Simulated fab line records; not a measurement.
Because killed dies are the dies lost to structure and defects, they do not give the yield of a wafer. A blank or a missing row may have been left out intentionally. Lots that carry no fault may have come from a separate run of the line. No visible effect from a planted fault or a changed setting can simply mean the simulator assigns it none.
A struck lot beside a sound one | flow n5Finfet | 22 out of 1938 route steps
Sound: the wafers L448.1, L448.2, L448.5. Struck: wafer L446.2. (L446.4 of the same lot was not struck and is left out.) The cause comes at the end.
Per side, at each step with rows, come the tool, then ch with its chambers, and then its first start. Under that, the readings that differ: sound wafers | struck wafers | difference of the means | sigmas: that difference in standard deviations of wafers without a fault.
alike: readings with means less than 2 such deviations apart, plus words and numbers identical on both sides. not compared: withheld readings, readings lacking a value on some wafer, bounds such as >300 that could conceal the same value, and numbers that have no deviation in the record and whose values overlap.
Wherever a step has rows on one side only, a row that says differs or no value, or a row with sigmas, the two part there. Numbers that have no deviation but don't overlap get no sigmas and don't part them. Lack of a reading on every wafer of one side parts them only where that side has two or more wafers.

N5_WELL_APT_CD_MEAS_08 targets a cd of 200 nm.
  sound on cdSem-01 ch 0, day 6 07:38; struck on cdSem-03 ch 0, day 5 19:36
  alike: cdNm
N5_WELL_APT_OVL_MEAS_09:
  sound on overlay-01 ch 0, day 6 07:40; struck on overlay-02 ch 0, day 5 19:38
  alike: NWELL_OVL
N5_WELL_APT_INSPECT_10: inspects for defects (macro).
  sound: defectInspect-02 at day 6 07:42; struck: defectInspect-02 at day 5 19:39
  alike: rawDefectCount
N5_WELL_APT_DESCUM_13: chemistry O2, time 7.9 s.
  sound on rieDiel-05 ch 0,2,3, day 6 07:48; struck on rieDiel-06 ch 1, day 5 20:08
reading                      | sound                | struck | difference | sigmas
chamberPressureMTorr (mTorr) | 19.971 20.025 19.981 | 20.042 | +0.050     | +3
showerheadPlenumPTorr (Torr) | 2.15 2.07 2.08       | 1.98   | -0.12      | -2
  alike: drypumpMotorCurrentA, oesProductAu, rfVppV, throttleValvePct
  not compared: rfHoursCounterH
then, 8 steps without rows for these wafers: N5_WELL_APT_IMPLANT_14; N5_WELL_APT_IMPLANT_15; N5_WELL_APT_STRIP_16 (strips in SPM, time 900 s); N5_WELL_APT_HMDS_18 (time 60 s); N5_WELL_APT_COAT_19 (resist thk 950 nm); N5_WELL_APT_EBR_21; N5_WELL_APT_SOFTBAKE_20 (time 60 s); N5_WELL_APT_EXPOSE_22 (exposes mask PWELL, defocus 0 nm, target cd 200 nm).
N5_WELL_APT_PEB_23: peb time 90 s.
  sound on lithoTrack-03 ch 0, day 6 08:43; struck on lithoTrack-01 ch 0, day 5 21:45
reading               | sound             | struck | difference | sigmas
heaterPowerTotalW (W) | 171.7 172.9 173.0 | 183.6  | +11.1      | +15
then, 2 steps without rows for these wafers: N5_WELL_APT_DEVELOP_24 (develop time 45 s); N5_WELL_APT_HARDBAKE_29 (time 120 s).
N5_WELL_APT_CD_MEAS_25 targets a cd of 200 nm.
  sound on cdSem-01 ch 0, day 6 08:50; struck on cdSem-01 ch 0, day 5 21:52
reading   | sound             | struck | difference | sigmas
cdNm (nm) | 200.8 202.7 202.6 | 194.5  | -7.5       | -4
N5_WELL_APT_OVL_MEAS_26:
  sound on overlay-01 ch 0, day 6 08:52; struck on overlay-01 ch 0, day 5 21:54
  alike: PWELL_OVL
N5_WELL_APT_INSPECT_27: inspects for defects (macro).
  sound: defectInspect-01 at day 6 08:53; struck: defectInspect-02 at day 5 21:55
  alike: rawDefectCount
N5_WELL_APT_DESCUM_30: chemistry O2, time 7.9 s.
  sound on rieDiel-05 ch 0,1,2, day 6 08:55; struck on rieDiel-06 ch 0, day 5 22:11
reading                      | sound                | struck | difference | sigmas
chamberPressureMTorr (mTorr) | 20.007 19.993 19.965 | 20.053 | +0.065     | +3
throttleValvePct (%)         | 20.71 20.35 20.49    | 20.10  | -0.42      | -2
model.WELL_APT.cdNm (nm)     | 200.8 202.7 202.4    | 194.7  | -7.3       | 
  alike: drypumpMotorCurrentA, oesProductAu, rfVppV, showerheadPlenumPTorr
  not compared: rfHoursCounterH
next, for these wafers, 1 step has no rows: N5_WELL_APT_IMPLANT_31.
-- the record jumps here: 8 days lie between the struck wafers' starts before and after (it left off in module WELL_APT and takes up again in module BEOL_M4, whose first step shown is number 1111 of the route) --
N5_BEOL_M4_RC_MEAS_101:
  sound on prober-02 ch 0, day 13 15:20; struck on prober-01 ch 0, day 14 09:42
  alike: DIBL_N, DIBL_P, IOFF_N, IOFF_P, ION_N, ION_P, SS_N, SS_P, VT_N, VT_P
-- the record jumps here: 5 days lie between the struck wafers' starts before and after (it left off in module BEOL_M4 and takes up again in module PASSIVATION, whose first step shown is number 1936 of the route) --
N5_PASSIVATION_PROBE_49:
  rows exist in the record for the struck wafers here (prober-01, day 19 16:53), but not for the sound ones

WHERE THEY PART
At N5_WELL_APT_DESCUM_13 first; at N5_PASSIVATION_PROBE_49 last (within this record only).

WHY: whatever the simulator had introduced
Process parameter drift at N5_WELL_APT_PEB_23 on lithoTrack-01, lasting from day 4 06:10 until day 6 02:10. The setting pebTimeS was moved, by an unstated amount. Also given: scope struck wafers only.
